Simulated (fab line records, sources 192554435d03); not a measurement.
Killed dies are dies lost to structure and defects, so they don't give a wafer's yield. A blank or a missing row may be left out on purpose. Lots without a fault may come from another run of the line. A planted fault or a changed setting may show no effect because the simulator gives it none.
One fault seen from 2 desks | flow n5_finfet | each desk has only its own numbers; what lay behind them comes last

THE METROLOGY DESK
What the gauges read, lot by lot, whatever tool the lot ran on: means of the sampled wafers that have a number. A lot is out of limits, marked OUT, if its mean lies more than 4 standard deviations from the usual mean; the brackets give that distance. Of its 11 readings 7 are shown: those that lie furthest out on some lot.
Columns: A = cd_nm at N5_FIN_CUT_CD_MEAS_08, usual 29.13 nm; B = DIBL_N at N5_BEOL_M4_RC_MEAS_101, usual 36.3 mV/V; C = DIBL_P at N5_BEOL_M4_RC_MEAS_101, usual 36.5 mV/V; D = ION_N at N5_BEOL_M4_RC_MEAS_101, usual 675 uA/um; E = ION_P at N5_BEOL_M4_RC_MEAS_101, usual 465 uA/um; F = SS_N at N5_BEOL_M4_RC_MEAS_101, usual 71.5 mV/dec; G = SS_P at N5_BEOL_M4_RC_MEAS_101, usual 73.3 mV/dec
lot  | first seen here | A     | B    | C    | D   | E   | F    | G
L723 | day 2 02:56     | 29.10 | 37.0 | 38.0 | 681 | 471 | 71.7 | 73.2
L725 | day 2 15:55     | 29.31 | 36.8 | 36.1 | 672 | 460 | 71.1 | 72.9
L728 | day 3 08:43     | 29.06 | 35.8 | 36.0 | 676 | 463 | 71.8 | 73.4
L729 | day 3 14:09     | 29.00 | 35.7 | 35.4 | 674 | 467 | 70.5 | 73.1
L738 | day 5 21:44     | 29.09 | 37.6 | 36.4 | 668 | 465 | 72.0 | 73.5
L739 | day 6 02:45     | 29.58 | 33.3 | 34.9 | 666 | 460 | 70.9 | 73.1
L742 | day 6 20:34     | 29.17 | 36.7 | 36.6 | 670 | 454 | 71.8 | 73.1
L745 | day 7 15:03     | 29.10 | 37.8 | 39.4 | 692 | 475 | 71.8 | 74.2
L746 | day 7 21:14     | 29.28 | 35.8 | 37.5 | 683 | 474 | 71.1 | 73.6
This desk's finding: nothing out of limits on any of the 9 lots.

THE TOOL OWNER'S DESK: rie_si-05
The tool's own readings at N5_FIN_CUT_CUT_ETCH_15 (etches Si in HBr/Cl2/O2, target depth 100 nm, bt time 10 s, time 42.4 s): means of the sampled wafers that have a number, for each lot that ran on this tool. A lot is out of limits, marked OUT, if its mean lies more than 4 standard deviations from the usual mean; the brackets give that distance.
Columns: A = O2_flow_sccm at N5_FIN_CUT_CUT_ETCH_15, usual 12.00 sccm; B = drypump_motor_current_A at N5_FIN_CUT_CUT_ETCH_15, usual 5.6 A; C = oes_o_777_au at N5_FIN_CUT_CUT_ETCH_15, usual 1.00 a.u.; D = oes_product_au at N5_FIN_CUT_CUT_ETCH_15, usual 0.992 a.u.; E = throttle_valve_pct at N5_FIN_CUT_CUT_ETCH_15, usual 37.19 %
lot  | first seen here | A     | B   | C    | D     | E
L725 | day 2 16:43     | 11.97 | 5.6 | 1.01 | 1.000 | 37.23
L728 | day 3 09:33     | 12.01 | 5.6 | 1.00 | 1.015 | 37.23
L729 | day 3 15:14     | 11.98 | 5.6 | 1.01 | 1.015 | 37.22
L742 | day 6 21:19     | 11.96 | 5.6 | 0.94 | 0.986 | 37.07
L746 | day 7 21:59     | 11.97 | 5.8 | 0.94 | 0.979 | 37.10
This desk's finding: nothing out of limits on any of the 5 lots.

PUT TOGETHER
The metrology desk saw nothing out of limits.
The tool owner's desk saw nothing out of limits.

WHAT THE SIMULATOR HAD PUT IN
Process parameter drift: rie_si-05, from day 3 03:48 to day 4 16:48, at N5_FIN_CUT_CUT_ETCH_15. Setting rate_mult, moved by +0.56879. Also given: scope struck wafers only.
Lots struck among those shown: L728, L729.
